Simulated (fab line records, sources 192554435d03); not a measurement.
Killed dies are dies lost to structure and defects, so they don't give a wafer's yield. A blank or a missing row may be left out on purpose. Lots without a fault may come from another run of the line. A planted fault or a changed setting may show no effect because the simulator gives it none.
Chamber matching | flow n5_finfet | N5_FIN_CUT_ETCH_20 on rie_diel-06: 4 sister chambers
The step etches SiARC in CF4, target depth 26 nm, time 43.3 s. 18 wafers are shown with their chamber, then 9 later ones without.

WAFERS WITH THEIR CHAMBER
wafer  | chamber | showerhead_plenum_p_Torr (Torr) | drypump_motor_current_A (A) | throttle_valve_pct (%)
L075.1 | 1       | 2.07                            | 5.7                         | 15.50
L075.2 | 0       | 2.10                            | 4.9                         | 15.64
L075.6 | 3       | 2.07                            | 5.3                         | 15.82
L076.3 | 1       | 2.07                            | 5.7                         | 15.50
L076.4 | 3       | 2.07                            | 5.4                         | 15.80
L076.6 | 3       | 2.07                            | 5.3                         | 15.82
L080.2 | 3       | 2.06                            | 5.3                         | 15.85
L080.4 | 0       | 2.10                            | 4.9                         | 15.67
L080.5 | 2       | 2.22                            | 5.2                         | 15.62
L083.2 | 1       | 2.06                            | 5.7                         | 15.54
L083.3 | 3       | 2.06                            | 5.4                         | 15.84
L083.6 | 2       | 2.22                            | 5.2                         | 15.63
L086.2 | 3       | 2.06                            | 5.3                         | 15.86
L086.4 | 1       | 2.06                            | 5.6                         | 15.55
L086.5 | 3       | 2.06                            | 5.3                         | 15.85
L087.1 | 3       | 2.06                            | 5.3                         | 15.86
L087.2 | 2       | 2.21                            | 5.2                         | 15.65
L087.5 | 2       | 2.21                            | 5.2                         | 15.65

SIGNATURES (means of the wafers above)
reading                  | chamber 0 | chamber 1 | chamber 2 | chamber 3 | scatter within a chamber
showerhead_plenum_p_Torr | 2.1000    | 2.0650    | 2.2150    | 2.0637    | 0.00526
drypump_motor_current_A  | 4.900     | 5.675     | 5.200     | 5.325     | 0.0401
throttle_valve_pct       | 15.6550   | 15.5225   | 15.6375   | 15.8375   | 0.0216
Rule: a wafer's distance from a chamber is the root of the sum, over the readings, of the square of ((its reading less the chamber's mean) divided by the reading's scatter). The wafer belongs to the nearest chamber; if the next one is less than 2 further off, it can't be placed. The scatter: the root of (the sum of the squares of (reading less its chamber's mean) over the shown wafers, divided by (wafers less chambers)).

WAFERS WITHOUT THEIR CHAMBER
wafer  | showerhead_plenum_p_Torr (Torr) | drypump_motor_current_A (A) | throttle_valve_pct (%)
L089.2 | 2.06                            | 5.4                         | 15.88
L089.3 | 2.21                            | 5.2                         | 15.66
L089.5 | 2.06                            | 5.3                         | 15.88
L091.2 | 2.06                            | 5.6                         | 15.56
L091.5 | 2.06                            | 5.6                         | 15.58
L091.6 | 2.21                            | 5.2                         | 15.67
L096.2 | 2.05                            | 5.4                         | 15.90
L096.5 | 2.21                            | 5.2                         | 15.70
L096.6 | 2.05                            | 5.3                         | 15.91

WHICH CHAMBER EACH WENT THROUGH
wafer  | from the rows above | in truth
L089.2 | 3                   | 3
L089.3 | 2                   | 2
L089.5 | 3                   | 3
L091.2 | 1                   | 1
L091.5 | 1                   | 1
L091.6 | 2                   | 2
L096.2 | 3                   | 3
L096.5 | 2                   | 2
L096.6 | 3                   | 3
Placed correctly: 9 of 9. Can't be placed from these rows: 0. Placed wrongly: 0.
